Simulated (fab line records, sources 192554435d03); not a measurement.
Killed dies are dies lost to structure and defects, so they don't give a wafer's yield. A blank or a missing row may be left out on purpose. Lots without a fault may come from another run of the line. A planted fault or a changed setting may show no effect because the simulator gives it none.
Chamber matching | flow n5_finfet | N5_BEOL_M1_DEP_57 on pecvd-01: 3 sister chambers
The step deposits SiCN from 3MS/NH3, target thk 8 nm, time 14 s. 20 wafers are shown with their chamber, then 10 later ones without.

WAFERS WITH THEIR CHAMBER
wafer  | chamber | throttle_valve_pct (%) | showerhead_plenum_p_Torr (Torr)
L079.1 | 0       | 8.8                    | 3.662
L079.2 | 2       | 9.3                    | 3.657
L079.3 | 1       | 9.7                    | 3.640
L079.4 | 2       | 9.0                    | 3.654
L079.5 | 0       | 8.4                    | 3.657
L079.6 | 1       | 9.7                    | 3.647
L082.1 | 0       | 8.7                    | 3.660
L082.2 | 1       | 9.8                    | 3.639
L082.3 | 2       | 9.1                    | 3.650
L082.4 | 0       | 8.3                    | 3.652
L082.5 | 1       | 9.9                    | 3.631
L082.6 | 2       | 9.1                    | 3.654
L083.4 | 1       | 9.9                    | 3.637
L083.5 | 2       | 9.3                    | 3.652
L083.6 | 0       | 8.8                    | 3.666
L085.1 | 0       | 8.9                    | 3.663
L085.4 | 0       | 8.6                    | 3.664
L085.5 | 0       | 8.5                    | 3.662
L086.1 | 1       | 9.9                    | 3.634
L086.2 | 0       | 8.4                    | 3.664

SIGNATURES (means of the wafers above)
reading                  | chamber 0 | chamber 1 | chamber 2 | scatter within a chamber
throttle_valve_pct       | 8.600     | 9.817     | 9.160     | 0.168
showerhead_plenum_p_Torr | 3.66111   | 3.63800   | 3.65340   | 0.00438
Rule: a wafer's distance from a chamber is the root of the sum, over the readings, of the square of ((its reading less the chamber's mean) divided by the reading's scatter). The wafer belongs to the nearest chamber; if the next one is less than 2 further off, it can't be placed. The scatter: the root of (the sum of the squares of (reading less its chamber's mean) over the shown wafers, divided by (wafers less chambers)).

WAFERS WITHOUT THEIR CHAMBER
wafer  | throttle_valve_pct (%) | showerhead_plenum_p_Torr (Torr)
L086.3 | 8.7                    | 3.656
L086.4 | 9.9                    | 3.636
L086.5 | 9.7                    | 3.640
L086.6 | 8.5                    | 3.660
L089.4 | 8.7                    | 3.666
L089.5 | 9.9                    | 3.640
L089.6 | 8.6                    | 3.662
L091.1 | 8.7                    | 3.652
L091.3 | 8.6                    | 3.648
L091.6 | 9.7                    | 3.630

WHICH CHAMBER EACH WENT THROUGH
wafer  | from the rows above     | in truth
L086.3 | can't be placed: 0 or 2 | 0
L086.4 | 1                       | 1
L086.5 | 1                       | 1
L086.6 | 0                       | 0
L089.4 | 0                       | 0
L089.5 | 1                       | 1
L089.6 | 0                       | 0
L091.1 | can't be placed: 0 or 2 | 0
L091.3 | can't be placed: 0 or 2 | 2
L091.6 | 1                       | 1
Placed correctly: 7 of 10. Can't be placed from these rows: 3 (the true chamber is among the candidates in 3). Placed wrongly: 0.
